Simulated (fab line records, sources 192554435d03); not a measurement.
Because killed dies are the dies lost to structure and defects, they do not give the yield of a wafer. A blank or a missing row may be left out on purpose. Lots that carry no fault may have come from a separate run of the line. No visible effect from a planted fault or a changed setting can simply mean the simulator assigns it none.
fab line records	flow n5_finfet
[record] lots = 6	wafers = 18	last_day = 18
route steps=1938 shown BEOL_M5@1189 BEOL_M6@1194 PASSIVATION@1936
lots that met no fault: from a run of the same line without faults
start_h: hours from the record's first day to the start of the lot's first wafer shown	wait_h: time in hours since the lot's previous step	" as in the row above	L1.1+2: one row covering several wafers at once	- no value, or no start given	* or withheld: withheld	< > ~ a bound
route shown NAME@n: names a module that has steps shown in the file, with the first one's number in the route	usual: mean/standard deviation of fault-free wafers	same: alike in all rows	chamber/n: place in a boat	sites: per-site readings	_std_site: how widely they spread, as a standard deviation	_edge_site: the outer-site mean with the inner-site mean subtracted	radius_mm: how far each site lies from the wafer's centre	mask NAME#n: copy n	behind: the tool/chamber that last shaped the wafer	hold: why the lot was held/for how many hours/how that ended	device: transistor that didn't switch, given as n, p or np	end of line: at the end of the route, the tests of the same wafers	for a step that has no rows: nothing shown but its recipe	killed: the dies lost at the first sort to structure and to defects; this is not the yield of the wafer	map: per-die view of a wafer (x killed, . not killed, _ where there is no die)
set.NAME: the run value of the setting; set.NAME@STEP: its run value at that earlier step	model.NAME: the simulator's own value behind a step, which no gauge read
a table for each step, a row for each wafer; lots at some steps of the route
services: a tool's chamber out of use, with start hour (start_h, from the record's first day; less than 0 if before it), hours out, and reason
[[steps]]
[step N5_BEOL_M5_CO_CAP_78]
[recipe] material = Co	target_thk_a = 20	temp_c = 200	precursor = CCTBA/H2	pressure_torr = 30	time_s = 102.1
[usual] heater_power_w = 239/11
lot.wafer	tool	chamber	start_h	wait_h	heater_power_w	since_wet_clean_h
L659.1	cvd_co-01	0	190.11	0.0	246	731
L659.4	"	1	"	"	232	-
L659.6	"	0	"	"	240	-
L662.1	cvd_co-02	1	208.69	0.0	238	72
L662.2	"	0	"	"	235	969
L662.6	"	0	"	"	236	-
L674.3	cvd_co-01	1	280.02	0.1	228	-
L674.4	"	2	"	"	227	-
L674.5	"	1	"	"	237	-
L675.3	cvd_co-01	2	282.65	0.1	225	-
L675.5	"	1	"	"	227	-
L675.6	"	2	"	"	221	-
L680.1	cvd_co-01	2	322.33	0.0	236	404
L680.2	"	0	"	"	248	864
L680.3	"	1	"	"	229	1301
L679.2	cvd_co-01	1	324.79	0.0	230	1303
L679.4	"	0	"	"	246	-
L679.6	"	2	"	"	225	-
[step N5_BEOL_M5_PRE_CLEAN_55]
[recipe] gas = NH3	time_s = 15	temp_c = withheld	rf_power_w = 300
[step N5_BEOL_M5_DEP_56]
[recipe] material = SiCN	target_thk_a = 80	temp_c = withheld	precursor = 3MS/NH3	pressure_torr = 3	rf_w = 202	time_s = 14
[step N5_BEOL_M5_RS_MEAS_57]
[recipe] thk_meas_gauge = four-point-probe	reads = Co_of_BEOL_M5_CO_CAP_78+Cu_of_BEOL_M5_ECD_50+Co_of_BEOL_M5_CVD_47+TaN_of_BEOL_M5_ALD_86
[usual] M5_RS = 0.389/0.017
lot.wafer	tool	chamber	start_h	wait_h	M5_RS[ohm/sq]
L659.1	film_metro-02	-	190.29	0.0	0.367
L659.4	"	-	"	"	0.368
L659.6	"	-	"	"	0.381
L662.1	film_metro-01	-	208.87	0.0	0.418
L662.2	"	-	"	"	0.377
L662.6	"	-	"	"	0.387
L674.3	film_metro-02	-	280.20	0.1	0.377
L674.4	"	-	"	"	0.404
L674.5	"	-	"	"	0.393
L675.3	film_metro-01	-	282.84	0.1	0.395
L675.5	"	-	"	"	0.413
L675.6	"	-	"	"	0.399
L680.1	film_metro-01	-	322.51	0.0	0.417
L680.2	"	-	"	"	0.383
L680.3	"	-	"	"	0.371
L679.2	film_metro-01	-	324.97	0.1	0.377
L679.4	"	-	"	"	0.394
L679.6	"	-	"	"	0.364
[step N5_BEOL_M5_INSPECT_58]
[recipe] inspect_instrument = darkfield	mode = post_dep
[usual] raw_defect_count = 73/26
lot.wafer	tool	chamber	start_h	wait_h	raw_defect_count
L659.1	defect_inspect-02	-	190.32	0.0	74
L659.4	"	-	"	"	47
L659.6	"	-	"	"	49
L662.1	defect_inspect-01	-	208.90	0.0	78
L662.2	"	-	"	"	101
L662.6	"	-	"	"	118
L674.3	defect_inspect-02	-	280.23	0.0	70
L674.4	"	-	"	"	76
L674.5	"	-	"	"	64
L675.3	defect_inspect-01	-	282.86	0.0	132
L675.5	"	-	"	"	64
L675.6	"	-	"	"	127
L680.1	defect_inspect-02	-	322.54	0.0	88
L680.2	"	-	"	"	50
L680.3	"	-	"	"	88
L679.2	defect_inspect-02	-	325.00	0.0	52
L679.4	"	-	"	"	36
L679.6	"	-	"	"	84
[step N5_BEOL_M6_ILD_DEP_00]
[recipe] material = SiCOH_lowk	target_thk_a = 1797.5	temp_c = 300	precursor = DEMS/porogen	pressure_torr = 5	rf_w = 500	time_s = 33.4
[step N5_BEOL_M6_CURE_74]
[recipe] temp_c = 385	time_s = 240	ambient = He/Ar	material = SiCOH_lowk
[step N5_BEOL_M6_THK_MEAS_01]
[recipe] reads = SiCOH_lowk_of_BEOL_M6_ILD_DEP_00
[usual] M6_ILD_THK = 154.8/2.4
lot.wafer	tool	chamber	start_h	wait_h	M6_ILD_THK[nm]
L659.1	film_metro-02	-	191.03	0.4	153.3
L659.4	"	-	"	"	154.3
L659.6	"	-	"	"	156.8
L662.1	film_metro-02	-	209.54	0.4	150.4
L662.2	"	-	"	"	150.4
L662.6	"	-	"	"	153.2
L674.3	film_metro-01	-	280.84	0.3	153.4
L674.4	"	-	"	"	155.6
L674.5	"	-	"	"	157.6
L675.3	film_metro-01	-	283.48	0.3	153.1
L675.5	"	-	"	"	152.6
L675.6	"	-	"	"	153.0
L680.1	film_metro-02	-	323.70	0.4	155.8
L680.2	"	-	"	"	155.9
L680.3	"	-	"	"	155.5
L679.2	film_metro-02	-	327.37	0.7	151.4
L679.4	"	-	"	"	155.0
L679.6	"	-	"	"	155.4
[step N5_BEOL_M6_PECVD_70]
[recipe] material = SiO2	target_thk_a = 200	temp_c = 400	precursor = TEOS/O2	pressure_torr = 5.5	rf_w = 450	teos_flow_sccm = 53.8	gas = O2	flow_sccm = 3000	time_s = 22.7
[usual] heater_power_w = 656/72	showerhead_plenum_p_Torr = 8.75/0.062	throttle_valve_pct = 22.6/1.6
lot.wafer	tool	chamber	start_h	wait_h	heater_power_w	showerhead_plenum_p_Torr	since_wet_clean_h	throttle_valve_pct
L659.1	pecvd-04	0	191.07	0.0	636	8.65	714	22.7
L659.4	"	2	"	"	682	8.68	-	22.3
L659.6	"	0	"	"	651	8.62	-	22.8
L662.1	pecvd-03	2	209.58	0.0	583	8.80	159	20.4
L662.2	"	0	"	"	775	8.83	913	23.6
L662.6	"	2	"	"	587	8.78	-	20.3
L674.3	pecvd-03	0	280.88	0.0	701	8.78	985	23.8
L674.4	"	0	"	"	676	8.78	-	23.5
L674.5	"	2	"	"	550	8.84	-	20.4
L675.3	pecvd-04	2	283.51	0.0	707	8.65	52	19.6
L675.5	"	1	"	"	668	8.75	-	23.7
L675.6	"	0	"	"	704	8.62	-	23.2
L680.1	pecvd-01	0	323.74	0.0	797	8.76	1390	21.6
L680.2	"	1	"	"	681	8.81	2115	25.1
L680.3	"	2	"	"	520	8.71	636	21.9
L679.2	pecvd-01	1	327.40	0.0	585	8.82	2119	25.0
L679.4	"	0	"	"	714	8.77	-	21.4
L679.6	"	2	"	"	525	8.71	-	22.0
[step N5_BEOL_M6_HM_DEP_02]
[recipe] material = TiN	target_thk_a = 200	temp_c = 25	chamber_pressure_pa = 0.49996
[usual] throttle_valve_pct = 30.1/0.9
lot.wafer	tool	chamber	start_h	wait_h	throttle_valve_pct
L659.1	pvd_sputter-03	-	193.15	2.1	30.3
L659.4	"	-	"	"	30.5
L659.6	"	-	"	"	30.3
L662.1	pvd_sputter-03	-	211.33	1.7	31.1
L662.2	"	-	"	"	30.2
L662.6	"	-	"	"	31.1
L674.3	pvd_sputter-01	-	281.51	0.6	31.1
L674.4	"	-	"	"	28.3
L674.5	"	-	"	"	30.5
L675.3	pvd_sputter-02	-	284.45	0.9	30.5
L675.5	"	-	"	"	28.1
L675.6	"	-	"	"	30.9
L680.1	pvd_sputter-01	-	324.26	0.5	29.9
L680.2	"	-	"	"	30.6
L680.3	"	-	"	"	31.1
L679.2	pvd_sputter-03	-	327.53	0.1	31.1
L679.4	"	-	"	"	30.1
L679.6	"	-	"	"	30.3
[step N5_BEOL_M6_COAT_59]
[recipe] resist = SOC	temp_c = 250	time_s = 60	spin_rpm = 1500	resist_thk_nm = 100
[step N5_BEOL_M6_COAT_60]
[recipe] resist = SiARC	temp_c = 220	time_s = 60	spin_rpm = 1500	resist_thk_nm = 35
[step N5_BEOL_M6_COAT_05]
[recipe] resist = CAR-ArF	spin_rpm = 1500	resist_thk_nm = 90
[usual] spin_speed_rpm = 1499.8/1.1
lot.wafer	tool	chamber	start_h	wait_h	spin_speed_rpm	model.CAR-ArF_of_BEOL_M6_COAT_05.thk_nm
L659.1	litho_track-01	0	193.28	-	1501.1	89.8
L659.4	"	0	"	"	1500.8	90
L659.6	"	0	"	"	1498.8	90
L662.1	litho_track-02	0	211.46	-	1499.5	90.4
L662.2	"	0	"	"	1501.7	90.4
L662.6	"	0	"	"	1501.4	90.6
L674.3	litho_track-02	0	281.66	-	1719.1	84
L674.4	"	0	"	"	1717.7	84
L674.5	"	0	"	"	1718.0	84.2
L675.3	litho_track-02	0	284.58	-	1718.9	84.2
L675.5	"	0	"	"	1718.8	84
L675.6	"	0	"	"	1719.1	84
L680.1	litho_track-01	0	324.39	-	1499.4	90.2
L680.2	"	0	"	"	1498.6	90.2
L680.3	"	0	"	"	1498.0	90.4
L679.2	litho_track-01	0	327.67	-	1499.7	90.2
L679.4	"	0	"	"	1500.5	90.4
L679.6	"	0	"	"	1501.6	90.2
[step N5_BEOL_M6_EBR_07]
[recipe] solvent = PGMEA	ebr_width_mm = 1.5
[step N5_BEOL_M6_SOFTBAKE_06]
[recipe] temp_c = 110	time_s = 60	resist = CAR-ArF
[step N5_BEOL_M6_EXPOSE_08]
[recipe] mask_id = M6	na = 1.35	source_shape = dipole	sigma_inner = 0.817	sigma_outer = 0.97	polarization = te	dose_mj = 68.25
[step N5_BEOL_M6_PEB_09]
[recipe] peb_temp_c = withheld	peb_time_s = 60	resist = CAR-ArF
[step N5_BEOL_M6_DEVELOP_10]
[recipe] develop_time_s = 30	developer = TMAH	resist = CAR-ArF	rinse_liquid = diw	dry = air_spin	dev_temp_c = 23
[step N5_BEOL_M6_CD_MEAS_11]
[recipe] target_cd_nm = 38.5	landing_energy_ev = 500	detector = se_inlens	polarity = opening
[usual] cd_nm = 38.1/0.54
[same] landing_energy_ev = 500
lot.wafer	tool	chamber	start_h	wait_h	cd_nm
L659.1	cd_sem-01	0	193.64	-	38.2
L659.4	"	0	"	"	38.5
L659.6	"	0	"	"	38.2
L662.1	cd_sem-02	0	211.83	-	38.0
L662.2	"	0	"	"	37.7
L662.6	"	0	"	"	37.7
L674.3	cd_sem-01	0	282.03	-	39.1
L674.4	"	0	"	"	38.9
L674.5	"	0	"	"	39.4
L675.3	cd_sem-03	0	284.83	-	37.6
L675.5	"	0	"	"	37.9
L675.6	"	0	"	"	37.1
L680.1	cd_sem-03	0	324.76	-	36.7
L680.2	"	0	"	"	37.6
L680.3	"	0	"	"	38.0
L679.2	cd_sem-02	0	327.91	-	38.1
L679.4	"	0	"	"	38.1
L679.6	"	0	"	"	38.1
[step N5_BEOL_M6_OVL_MEAS_12]
[recipe] points_per_wafer = 44
[usual] M6_OVL = -0.3/0.8
lot.wafer	tool	chamber	start_h	wait_h	M6_OVL[nm]
L659.1	overlay-01	0	193.67	0.0	0.7
L659.4	"	0	"	"	-0.4
L659.6	"	0	"	"	0.0
L662.1	overlay-02	0	211.86	0.0	0.3
L662.2	"	0	"	"	1.8
L662.6	"	0	"	"	1.0
L674.3	overlay-02	0	282.06	0.0	0.3
L674.4	"	0	"	"	-0.5
L674.5	"	0	"	"	-0.4
L675.3	overlay-01	0	284.86	0.0	0.7
L675.5	"	0	"	"	-0.4
L675.6	"	0	"	"	-0.3
L680.1	overlay-01	0	324.79	0.0	-1.4
L680.2	"	0	"	"	-1.0
L680.3	"	0	"	"	-1.3
L679.2	overlay-02	0	327.94	0.0	-0.2
L679.4	"	0	"	"	0.2
L679.6	"	0	"	"	-0.6
[step N5_BEOL_M6_INSPECT_13]
[recipe] mode = adi	inspect_instrument = brightfield
[usual] raw_defect_count = 391/90
lot.wafer	tool	chamber	start_h	wait_h	raw_defect_count
L659.1	defect_inspect-01	-	193.70	0.0	321
L659.4	"	-	"	"	462
L659.6	"	-	"	"	362
L662.1	defect_inspect-02	-	211.88	0.0	264
L662.2	"	-	"	"	291
L662.6	"	-	"	"	340
L674.3	defect_inspect-02	-	282.08	0.0	326
L674.4	"	-	"	"	350
L674.5	"	-	"	"	411
L675.3	defect_inspect-02	-	284.88	0.0	435
L675.5	"	-	"	"	497
L675.6	"	-	"	"	443
L680.1	defect_inspect-02	-	324.81	0.0	368
L680.2	"	-	"	"	321
L680.3	"	-	"	"	345
L679.2	defect_inspect-02	-	327.96	0.0	464
L679.4	"	-	"	"	404
L679.6	"	-	"	"	539
[step N5_BEOL_M6_DESCUM_16]
[recipe] chemistry = O2	time_s = 7.9	source_power_w = 50	bias_power_w = 20	pressure_mtorr = 20	rf_frequency_hz = 2.712e+07	temp_c = 40	resist = CAR-ArF	o2_flow_sccm = 225
[usual] chamber_pressure_mTorr = 20.000/0.016	drypump_motor_current_A = 5.5/0.46	oes_product_au = 0.78/0.076	rf_vpp_V = 243.6/1.3	showerhead_plenum_p_Torr = 2.12/0.074	throttle_valve_pct = 20.42/0.16
lot.wafer	tool	chamber	start_h	wait_h	chamber_pressure_mTorr	drypump_motor_current_A	oes_product_au	rf_hours_counter_h	rf_vpp_V	showerhead_plenum_p_Torr	throttle_valve_pct
L659.1	rie_diel-02	0	193.73	0.0	19.980	6.1	0.78	128	242.0	1.99	20.30
L659.4	"	3	"	"	19.980	4.9	0.84	51	243.5	2.16	20.67
L659.6	"	0	"	"	20.003	6.1	0.78	-	241.0	1.99	20.30
L662.1	rie_diel-04	2	211.95	0.1	19.996	4.7	0.89	29	244.1	2.12	20.40
L662.2	"	1	"	"	20.011	5.7	0.78	145	242.6	2.12	20.57
L662.6	"	3	"	"	19.975	5.6	0.70	-	243.6	2.16	20.41
L674.3	rie_diel-04	2	282.64	0.6	20.010	4.7	0.84	57	244.6	2.11	20.44
L674.4	"	1	"	"	20.004	5.8	0.77	153	243.5	2.12	20.57
L674.5	"	3	"	"	20.000	5.6	0.69	-	245.4	2.15	20.45
L675.3	rie_diel-04	2	285.37	0.5	20.004	4.7	0.84	58	242.8	2.11	20.44
L675.5	"	0	"	"	20.011	5.6	0.91	-	245.3	2.24	20.28
L675.6	"	1	"	"	20.016	5.8	0.78	-	243.3	2.12	20.59
L680.1	rie_diel-02	3	324.85	0.0	20.009	4.9	0.79	99	242.7	2.14	20.75
L680.2	"	1	"	"	20.017	5.2	0.70	177	241.8	2.07	20.38
L680.3	"	2	"	"	19.984	5.8	0.73	152	245.8	2.15	20.22
L679.2	rie_diel-02	0	327.99	0.0	20.007	6.1	0.75	174	239.9	1.97	20.37
L679.4	"	3	"	"	20.020	4.9	0.80	100	242.5	2.14	20.73
L679.6	"	3	"	"	20.005	4.8	0.79	-	243.1	2.14	20.75
[step N5_BEOL_M6_ETCH_61]
[recipe] chemistry = CF4	target = SiARC	target_depth_a = 455	mask_material = CAR-ArF	time_s = 75.8	ion_energy_ev = 80	pressure_mtorr = 40	source_w = 545	bias_w = 36	Ar_flow_sccm = 100	cf4_flow_sccm = 100	ends = cleared
[usual] cf4_flow_sccm = 100.04/0.28	chamber_pressure_mTorr = 40.00/0.039	drypump_motor_current_A = 5.5/0.46	etch_rf_on_time_s = 75.3/2.6	oes_product_au = 0.67/0.069	rf_vpp_V = 184.2/1.1	showerhead_plenum_p_Torr = 2.17/0.068	throttle_valve_pct = 15.60/0.18
lot.wafer	tool	chamber	start_h	wait_h	cf4_flow_sccm	chamber_pressure_mTorr	drypump_motor_current_A	etch_rf_on_time_s	oes_product_au	rf_hours_counter_h	rf_vpp_V	showerhead_plenum_p_Torr	throttle_valve_pct	model.CAR-ArF_of_BEOL_M6_COAT_05.thk_nm
L659.1	rie_diel-02	0	193.77	0.0	99.72	40.03	6.1	74.6	0.67	128	183.7	2.05	15.65	50.6
L659.4	"	3	"	"	99.95	39.97	4.9	74.2	0.73	51	183.3	2.16	15.55	50.6
L659.6	"	0	"	"	100.12	39.96	6.1	74.2	0.68	-	182.9	2.05	15.64	50.8
L662.1	rie_diel-04	2	211.99	0.0	100.00	39.97	4.7	71.7	0.78	29	185.3	2.19	15.63	51.2
L662.2	"	1	"	"	99.87	39.95	5.8	77.4	0.65	145	183.2	2.16	15.58	51.4
L662.6	"	3	"	"	100.38	39.97	5.7	75.5	0.61	-	184.7	2.22	15.72	51.4
L674.3	rie_diel-04	2	282.68	0.0	100.28	40.03	4.8	73.8	0.73	57	184.7	2.18	15.69	45
L674.4	"	1	"	"	99.75	40.00	5.8	77.2	0.64	153	184.1	2.16	15.62	45.2
L674.5	"	3	"	"	100.34	40.00	5.6	75.3	0.59	-	182.6	2.21	15.80	45.4
L675.3	rie_diel-04	2	285.40	0.0	99.89	40.03	4.7	73.5	0.73	58	185.7	2.18	15.69	45
L675.5	"	0	"	"	99.94	40.03	5.6	71.0	0.79	-	186.1	2.25	15.22	45
L675.6	"	1	"	"	100.47	39.98	5.8	77.7	0.64	-	183.0	2.16	15.63	45.2
L680.1	rie_diel-02	3	324.88	0.0	99.73	39.97	4.9	74.5	0.68	99	183.9	2.15	15.63	51.2
L680.2	"	1	"	"	100.26	39.97	5.2	76.8	0.61	177	183.5	2.13	15.57	51
L680.3	"	2	"	"	99.92	39.96	5.8	81.2	0.61	152	184.1	2.25	15.65	51.4
L679.2	rie_diel-02	0	328.03	0.0	100.07	39.98	6.1	75.0	0.63	174	182.7	2.04	15.73	51
L679.4	"	3	"	"	99.91	39.97	4.9	74.9	0.68	100	184.1	2.15	15.64	51
L679.6	"	3	"	"	100.38	40.03	4.8	73.9	0.68	-	184.8	2.15	15.62	51
[step N5_BEOL_M6_ETCH_62]
[recipe] chemistry = N2/H2	target = SOC	target_depth_a = 1100	overetch_a = 220	mask_material = SiARC	temp_c = 40	time_s = 165	ion_energy_ev = 200	pressure_mtorr = 30	source_w = 840	bias_w = 150	n2_flow_sccm = 200	h2_flow_sccm = 200
[usual] chamber_pressure_mTorr = 30.00/0.031	drypump_motor_current_A = 5.5/0.46	oes_product_au = 0.66/0.058	rf_vpp_V = 524.7/2.4	showerhead_plenum_p_Torr = 2.58/0.094	throttle_valve_pct = 17.92/0.15
lot.wafer	tool	chamber	start_h	wait_h	chamber_pressure_mTorr	drypump_motor_current_A	oes_product_au	rf_hours_counter_h	rf_vpp_V	showerhead_plenum_p_Torr	throttle_valve_pct
L659.1	rie_diel-02	0	193.82	0.0	29.98	6.1	0.66	128	522.2	2.43	17.79
L659.4	"	3	"	"	29.99	4.9	0.71	51	525.3	2.62	18.00
L659.6	"	0	"	"	30.00	6.2	0.66	-	519.4	2.43	17.80
L662.1	rie_diel-04	2	212.04	0.0	30.09	4.8	0.75	29	524.9	2.62	18.09
L662.2	"	1	"	"	30.05	5.8	0.66	145	523.2	2.55	17.74
L662.6	"	3	"	"	30.00	5.7	0.61	-	525.8	2.62	17.91
L674.3	rie_diel-04	2	282.73	0.0	29.98	4.7	0.71	57	526.1	2.61	18.15
L674.4	"	1	"	"	29.97	5.8	0.64	153	523.2	2.54	17.76
L674.5	"	3	"	"	29.99	5.7	0.59	-	526.7	2.61	17.96
L675.3	rie_diel-04	2	285.46	0.0	30.02	4.7	0.70	58	525.7	2.61	18.14
L675.5	"	0	"	"	29.99	5.5	0.75	-	529.3	2.73	17.72
L675.6	"	1	"	"	30.03	5.8	0.64	-	523.9	2.54	17.77
L680.1	rie_diel-02	3	324.94	0.0	29.99	4.9	0.67	99	523.7	2.60	18.09
L680.2	"	1	"	"	30.02	5.2	0.61	177	524.4	2.53	17.95
L680.3	"	2	"	"	29.98	5.8	0.63	152	526.8	2.67	18.05
L679.2	rie_diel-02	0	328.08	0.0	29.86	6.2	0.64	174	521.1	2.41	17.88
L679.4	"	3	"	"	30.01	4.9	0.66	100	523.9	2.60	18.09
L679.6	"	3	"	"	30.00	4.9	0.67	-	525.2	2.60	18.09
[step N5_PASSIVATION_PROBE_49]
[usual] defect_limited_yield = 91.1/1.4	killed_at_M0_to_M3 = 34/11	killed_at_M4_up = 14/5.6	killed_at_contacts = 13/5.9	killed_at_front_end = 40/11	killed_at_other = 4/3.1	killed_dies = 105/16	killed_open = 68/11	killed_short = 34/8.4	sort_bin_5_function = 5.2/0.86	sort_bin_6_memory = 3.2/0.7	sort_bin_8_speed = 0.1/1.1	sort_n_pass = 1074/21	sort_yield_pct = 91.0/1.8
[same] gross_dies = 1180	killed_at_back_side = 0	sort_bin_4_leakage[%] = 0
lot.wafer	tool	chamber	start_h	wait_h	defect_limited_yield[%]	killed_at_M0_to_M3	killed_at_M4_up	killed_at_contacts	killed_at_front_end	killed_at_other	killed_dies	killed_open	killed_short	sort_bin_5_function[%]	sort_bin_6_memory[%]	sort_bin_8_speed[%]	sort_n_pass	sort_yield_pct[%]
L662.1	prober-01	-	300.08	0.0	92.3	30	19	7	34	1	91	66	25	3.9	3.8	0	1089	92.3
L662.2	prober-01	-	300.13	0.1	91.8	32	16	7	36	6	97	64	30	5.9	2.2	0	1083	91.8
L662.6	prober-01	-	300.33	0.3	91.9	30	23	6	35	1	95	67	28	5.1	2.8	0	1085	91.9
L674.3	prober-02	-	381.57	0.1	93.3	31	16	12	20	0	79	58	19	4.2	2.4	0	1101	93.3
L674.4	prober-02	-	381.62	0.2	90.1	45	16	12	43	1	117	77	32	5.9	3.1	0	1063	90.1
L674.5	prober-02	-	381.67	0.2	93.1	13	16	10	40	2	81	52	25	4.7	1.9	0	1099	93.1
L675.3	prober-02	-	394.25	0.1	92.3	16	7	15	52	1	91	57	33	4.5	3.0	0	1089	92.3
L675.5	prober-02	-	394.35	0.2	92.2	24	8	22	38	0	92	67	21	4.2	3.2	0	1088	92.2
L675.6	prober-02	-	394.40	0.3	91.1	16	6	18	57	8	105	62	41	5.1	3.2	0	1075	91.1
// killed by level:class
L662.1 STI_FIN_REVEAL:geometric_particle:open=13 BEOL_M0_SAQP:geometric_particle:open=8 BEOL_M2:geometric_particle:open=8 BEOL_M5:geometric_particle:open=6 MOL_CONTACT_COAG:geometric_particle:open=6 FIN_SAQP:geometric_particle:open=5 BEOL_M4:geometric_particle:open=5 BEOL_M0_SAQP:geometric_particle:short=5
L662.2 FIN_SAQP:geometric_particle:open=9 BEOL_M2:geometric_particle:open=9 BEOL_M0_SAQP:geometric_particle:open=7 BEOL_M0_SAQP:geometric_particle:short=7 FIN_SAQP:geometric_particle:short=6 BEOL_M4:geometric_particle:open=6 DUMMY_GATE:geometric_particle:open=4 MOL_CONTACT_COAG:geometric_particle:open=4
L662.6 BEOL_M2:geometric_particle:open=14 BEOL_M4:geometric_particle:open=10 FIN_SAQP:geometric_particle:short=7 DUMMY_GATE:geometric_particle:open=7 MOL_CONTACT_COAG:geometric_particle:open=6 FIN_SAQP:geometric_particle:open=5 STI_FIN_REVEAL:geometric_particle:open=5 GATE_CUT:geometric_particle:short=4
L674.3 MOL_CONTACT_COAG:geometric_particle:open=10 STI_FIN_REVEAL:geometric_particle:open=9 BEOL_M0_SAQP:geometric_particle:short=7 BEOL_M4:geometric_particle:open=7 BEOL_M0_SAQP:geometric_particle:open=5 BEOL_M1:geometric_particle:open=5 BEOL_M5:geometric_particle:open=5 FIN_SAQP:geometric_particle:open=4
L674.4 BEOL_M0_SAQP:geometric_particle:short=13 FIN_SAQP:geometric_particle:open=12 STI_FIN_REVEAL:geometric_particle:open=10 MOL_CONTACT_COAG:geometric_particle:open=9 BEOL_M0_SAQP:geometric_particle:open=8 BEOL_M2:geometric_particle:open=8 BEOL_M5:geometric_particle:open=7 BEOL_M1:geometric_particle:open=5
L674.5 STI_FIN_REVEAL:geometric_particle:open=10 FIN_SAQP:geometric_particle:open=9 MOL_CONTACT_COAG:geometric_particle:open=9 BEOL_M4:geometric_particle:open=8 FIN_SAQP:geometric_particle:short=6 STARTING-WAFER:geometric_particle:short=5 BEOL_M0_SAQP:geometric_particle:short=4 DUMMY_GATE:geometric_particle:open=3
L675.3 DUMMY_GATE:geometric_particle:open=13 MOL_CONTACT_COAG:geometric_particle:open=12 FIN_SAQP:geometric_particle:short=10 FIN_SAQP:geometric_particle:open=10 STI_FIN_REVEAL:geometric_particle:open=4 BEOL_M0_SAQP:geometric_particle:short=4 BEOL_M2:geometric_particle:open=3 GATE_CUT:geometric_particle:short=3
L675.5 MOL_CONTACT_COAG:geometric_particle:open=21 BEOL_M1:geometric_particle:open=8 STI_FIN_REVEAL:geometric_particle:open=6 FIN_SAQP:geometric_particle:open=5 DUMMY_GATE:geometric_particle:open=5 GATE_CUT:geometric_particle:short=5 BEOL_M3:geometric_particle:open=4 STARTING-WAFER:geometric_particle:short=4
L675.6 MOL_CONTACT_COAG:geometric_particle:open=14 FIN_SAQP:geometric_particle:short=12 STI_FIN_REVEAL:geometric_particle:open=11 DUMMY_GATE:geometric_particle:open=10 FIN_SAQP:geometric_particle:open=9 GATE_CUT:geometric_particle:short=5 MOL_CONTACT_COAG:geometric_particle:short=4 STARTING-WAFER:geometric_particle:short=4
[[services]]
tool	chamber	start_h	hours	kind
pecvd-04	1	171.87	21.9	repair
cvd_co-02	-	173.05	4.3	pm
pvd_sputter-02	-	177.90	0.7	repair
pecvd-01	2	180.44	14.7	repair
rie_diel-02	2	180.71	1.5	repair
rie_diel-02	3	182.82	5.4	repair
pecvd-01	-	196.23	0.5	repair
rie_diel-04	1	218.53	47.5	repair
pecvd-01	-	219.58	1.3	repair
cvd_co-02	0	237.44	6.6	repair
cvd_co-01	-	243.87	2.8	pm
rie_diel-02	2	251.79	2.0	repair
cvd_co-02	-	252.23	6.9	pm
rie_diel-02	0	254.07	3.1	repair
cvd_co-01	-	263.04	0.3	repair
cvd_co-01	2	267.80	8.3	repair
cvd_co-02	2	288.59	3.8	repair
cvd_co-01	-	289.21	1.1	repair
pecvd-01	2	291.60	2.1	repair
pecvd-04	-	292.23	3.4	repair
cvd_co-01	-	304.09	6.9	pm
rie_diel-04	1	304.65	10.7	repair
rie_diel-02	-	322.87	0.1	repair
cvd_co-02	-	325.00	0.2	repair
[[key]]
[first_sign] step = N5_BEOL_M6_COAT_05	reading = spin_speed_rpm	direction = up	sigmas = 99+	usual = *	struck = *
effect none on later readings
[model_effect] step = N5_BEOL_M6_COAT_05	value = CAR-ArF_of_BEOL_M6_COAT_05.thk_nm	without = 90.03	struck = 84.07
[model_effect] step = N5_BEOL_M6_ETCH_61	value = CAR-ArF_of_BEOL_M6_COAT_05.thk_nm	without = 51.03	struck = 45.13
met_at N5_BEOL_M6_COAT_05
struck_wafers L674.3,L674.4,L674.5,L675.3,L675.5,L675.6
onset_between 211.46 281.66
[fault] kind = process_parameter_drift	tool = litho_track-02	chamber = -	onset_h = 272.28	steps = N5_BEOL_M6_COAT_05	channel = spin_rpm	offset = *	shape = step	end_h = 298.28	acts_in = *	stated = *
